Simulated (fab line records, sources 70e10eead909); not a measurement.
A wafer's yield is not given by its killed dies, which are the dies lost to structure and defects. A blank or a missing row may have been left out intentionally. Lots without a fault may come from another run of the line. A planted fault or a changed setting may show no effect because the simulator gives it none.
Chamber matching || flow nand_harc || NHARC_A_STAIRCASE_TRIM_220 on rie_diel-01 has 4 sister chambers
The step chemistry O2, time 211.2 s. 14 wafers are shown with their chamber, then 7 later ones without.

## EACH WAFER AND ITS CHAMBER
{"wafer": "L084.4", "chamber": 3, "drypump_motor_current_A (A)": 5.5, "showerhead_plenum_p_Torr (Torr)": 3.33, "oes_product_au (a.u.)": 1.003}
{"wafer": "L084.5", "chamber": 0, "drypump_motor_current_A (A)": 6.6, "showerhead_plenum_p_Torr (Torr)": 3.44, "oes_product_au (a.u.)": 0.989}
{"wafer": "L084.6", "chamber": 3, "drypump_motor_current_A (A)": 5.5, "showerhead_plenum_p_Torr (Torr)": 3.34, "oes_product_au (a.u.)": 0.997}
{"wafer": "L083.1", "chamber": 3, "drypump_motor_current_A (A)": 5.5, "showerhead_plenum_p_Torr (Torr)": 3.33, "oes_product_au (a.u.)": 0.980}
{"wafer": "L083.2", "chamber": 0, "drypump_motor_current_A (A)": 6.6, "showerhead_plenum_p_Torr (Torr)": 3.44, "oes_product_au (a.u.)": 0.979}
{"wafer": "L083.5", "chamber": 1, "drypump_motor_current_A (A)": 5.7, "showerhead_plenum_p_Torr (Torr)": 3.62, "oes_product_au (a.u.)": 1.004}
{"wafer": "L082.1", "chamber": 1, "drypump_motor_current_A (A)": 5.7, "showerhead_plenum_p_Torr (Torr)": 3.62, "oes_product_au (a.u.)": 1.001}
{"wafer": "L082.2", "chamber": 2, "drypump_motor_current_A (A)": 5.9, "showerhead_plenum_p_Torr (Torr)": 3.48, "oes_product_au (a.u.)": 0.989}
{"wafer": "L082.5", "chamber": 1, "drypump_motor_current_A (A)": 5.8, "showerhead_plenum_p_Torr (Torr)": 3.62, "oes_product_au (a.u.)": 0.999}
{"wafer": "L092.1", "chamber": 0, "drypump_motor_current_A (A)": 6.6, "showerhead_plenum_p_Torr (Torr)": 3.43, "oes_product_au (a.u.)": 1.005}
{"wafer": "L092.2", "chamber": 1, "drypump_motor_current_A (A)": 5.8, "showerhead_plenum_p_Torr (Torr)": 3.61, "oes_product_au (a.u.)": 1.017}
{"wafer": "L092.6", "chamber": 0, "drypump_motor_current_A (A)": 6.6, "showerhead_plenum_p_Torr (Torr)": 3.43, "oes_product_au (a.u.)": 1.008}
{"wafer": "L091.1", "chamber": 2, "drypump_motor_current_A (A)": 5.9, "showerhead_plenum_p_Torr (Torr)": 3.47, "oes_product_au (a.u.)": 0.990}
{"wafer": "L091.2", "chamber": 3, "drypump_motor_current_A (A)": 5.5, "showerhead_plenum_p_Torr (Torr)": 3.33, "oes_product_au (a.u.)": 0.976}

SIGNATURES, as means of the wafers listed above
{"reading": "drypump_motor_current_A", "chamber 0": 6.600, "chamber 1": 5.750, "chamber 2": 5.900, "chamber 3": 5.500, "scatter within a chamber": 0.0316}
{"reading": "showerhead_plenum_p_Torr", "chamber 0": 3.4350, "chamber 1": 3.6175, "chamber 2": 3.4750, "chamber 3": 3.3325, "scatter within a chamber": 0.00548}
{"reading": "oes_product_au", "chamber 0": 0.99525, "chamber 1": 1.00525, "chamber 2": 0.98950, "chamber 3": 0.98900, "scatter within a chamber": 0.0113}
Rule: a wafer lies at a distance from a chamber equal to the root of the sum of squares, over the readings, of (its reading less the chamber's mean, divided by the reading's scatter). The wafer belongs to the nearest chamber; if the next one is less than 2 further off, it can't be placed. How the scatter is found: for the shown wafers, subtract from each reading the mean of its chamber, square and add these, divide the total by (wafers less chambers), then take the root.

## WAFERS WITH NO CHAMBER GIVEN
{"wafer": "L091.3", "drypump_motor_current_A (A)": 6.6, "showerhead_plenum_p_Torr (Torr)": 3.43, "oes_product_au (a.u.)": 0.990}
{"wafer": "L093.1", "drypump_motor_current_A (A)": 5.8, "showerhead_plenum_p_Torr (Torr)": 3.61, "oes_product_au (a.u.)": 1.021}
{"wafer": "L093.3", "drypump_motor_current_A (A)": 6.6, "showerhead_plenum_p_Torr (Torr)": 3.43, "oes_product_au (a.u.)": 1.009}
{"wafer": "L093.6", "drypump_motor_current_A (A)": 5.5, "showerhead_plenum_p_Torr (Torr)": 3.32, "oes_product_au (a.u.)": 0.992}
{"wafer": "L096.1", "drypump_motor_current_A (A)": 5.7, "showerhead_plenum_p_Torr (Torr)": 3.61, "oes_product_au (a.u.)": 1.010}
{"wafer": "L096.2", "drypump_motor_current_A (A)": 5.9, "showerhead_plenum_p_Torr (Torr)": 3.46, "oes_product_au (a.u.)": 0.987}
{"wafer": "L096.6", "drypump_motor_current_A (A)": 5.9, "showerhead_plenum_p_Torr (Torr)": 3.46, "oes_product_au (a.u.)": 0.988}

## EACH ONE'S CHAMBER
{"wafer": "L091.3", "from the rows above": 0, "in truth": 0}
{"wafer": "L093.1", "from the rows above": 1, "in truth": 1}
{"wafer": "L093.3", "from the rows above": 0, "in truth": 0}
{"wafer": "L093.6", "from the rows above": 3, "in truth": 3}
{"wafer": "L096.1", "from the rows above": 1, "in truth": 1}
{"wafer": "L096.2", "from the rows above": 2, "in truth": 2}
{"wafer": "L096.6", "from the rows above": 2, "in truth": 2}
Correct placement for 7 of the 7. Number that these rows cannot place: 0. Number placed wrongly: 0.
